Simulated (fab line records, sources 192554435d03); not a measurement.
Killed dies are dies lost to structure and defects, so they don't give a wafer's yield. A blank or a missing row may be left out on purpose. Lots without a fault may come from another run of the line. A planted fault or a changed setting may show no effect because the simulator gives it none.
Chamber matching | flow n5_finfet | N5_BEOL_M4_VIA_ETCH_34 on rie_diel-03: 4 sister chambers
The step etches the open film in C4F6/O2, target depth 69.4 nm, time 65.9 s. 24 wafers are shown with their chamber, then 12 later ones without.

WAFERS WITH THEIR CHAMBER
wafer  | chamber | drypump_motor_current_A (A) | showerhead_plenum_p_Torr (Torr) | throttle_valve_pct (%)
L077.2 | 3       | 5.5                         | 2.88                            | 30.73
L077.4 | 1       | 5.9                         | 2.76                            | 30.41
L077.6 | 1       | 5.9                         | 2.76                            | 30.40
L074.1 | 2       | 5.8                         | 2.89                            | 30.86
L074.3 | 1       | 5.9                         | 2.76                            | 30.41
L074.5 | 3       | 5.5                         | 2.88                            | 30.72
L078.4 | 3       | 5.5                         | 2.88                            | 30.72
L078.5 | 3       | 5.5                         | 2.88                            | 30.73
L078.6 | 0       | 6.3                         | 2.83                            | 31.19
L080.2 | 1       | 5.9                         | 2.76                            | 30.42
L080.3 | 3       | 5.5                         | 2.88                            | 30.75
L080.6 | 2       | 5.8                         | 2.89                            | 30.85
L081.1 | 2       | 5.8                         | 2.89                            | 30.86
L081.4 | 3       | 5.5                         | 2.88                            | 30.77
L081.5 | 1       | 5.8                         | 2.76                            | 30.43
L085.2 | 3       | 5.5                         | 2.87                            | 30.53
L085.3 | 0       | 6.2                         | 2.82                            | 31.22
L085.6 | 0       | 6.3                         | 2.82                            | 31.20
L086.2 | 0       | 6.3                         | 2.82                            | 31.20
L086.4 | 3       | 5.5                         | 2.87                            | 30.53
L086.5 | 3       | 5.5                         | 2.87                            | 30.54
L087.1 | 0       | 6.3                         | 2.82                            | 31.21
L087.5 | 1       | 5.9                         | 2.75                            | 30.46
L087.6 | 2       | 5.8                         | 2.88                            | 30.87

SIGNATURES (means of the wafers above)
reading                  | chamber 0 | chamber 1 | chamber 2 | chamber 3 | scatter within a chamber
drypump_motor_current_A  | 6.280     | 5.883     | 5.800     | 5.500     | 0.0286
showerhead_plenum_p_Torr | 2.8220    | 2.7583    | 2.8875    | 2.8767    | 0.00468
throttle_valve_pct       | 31.2040   | 30.4217   | 30.8600   | 30.6689   | 0.0662
Rule: a wafer's distance from a chamber is the root of the sum, over the readings, of the square of ((its reading less the chamber's mean) divided by the reading's scatter). The wafer belongs to the nearest chamber; if the next one is less than 2 further off, it can't be placed. The scatter: the root of (the sum of the squares of (reading less its chamber's mean) over the shown wafers, divided by (wafers less chambers)).

WAFERS WITHOUT THEIR CHAMBER
wafer  | drypump_motor_current_A (A) | showerhead_plenum_p_Torr (Torr) | throttle_valve_pct (%)
L091.2 | 6.3                         | 2.81                            | 31.22
L091.5 | 5.5                         | 2.87                            | 30.54
L091.6 | 6.3                         | 2.82                            | 31.21
L090.2 | 6.3                         | 2.81                            | 31.22
L090.3 | 5.5                         | 2.87                            | 30.54
L090.5 | 6.3                         | 2.81                            | 31.22
L094.2 | 5.8                         | 2.88                            | 30.89
L094.3 | 6.2                         | 2.81                            | 31.22
L094.5 | 5.5                         | 2.87                            | 30.55
L096.1 | 5.8                         | 2.87                            | 30.89
L096.4 | 5.9                         | 2.74                            | 30.46
L096.6 | 5.5                         | 2.86                            | 30.57

WHICH CHAMBER EACH WENT THROUGH
wafer  | from the rows above | in truth
L091.2 | 0                   | 0
L091.5 | 3                   | 3
L091.6 | 0                   | 0
L090.2 | 0                   | 0
L090.3 | 3                   | 3
L090.5 | 0                   | 0
L094.2 | 2                   | 2
L094.3 | 0                   | 0
L094.5 | 3                   | 3
L096.1 | 2                   | 2
L096.4 | 1                   | 1
L096.6 | 3                   | 3
Placed correctly: 12 of 12. Can't be placed from these rows: 0. Placed wrongly: 0.
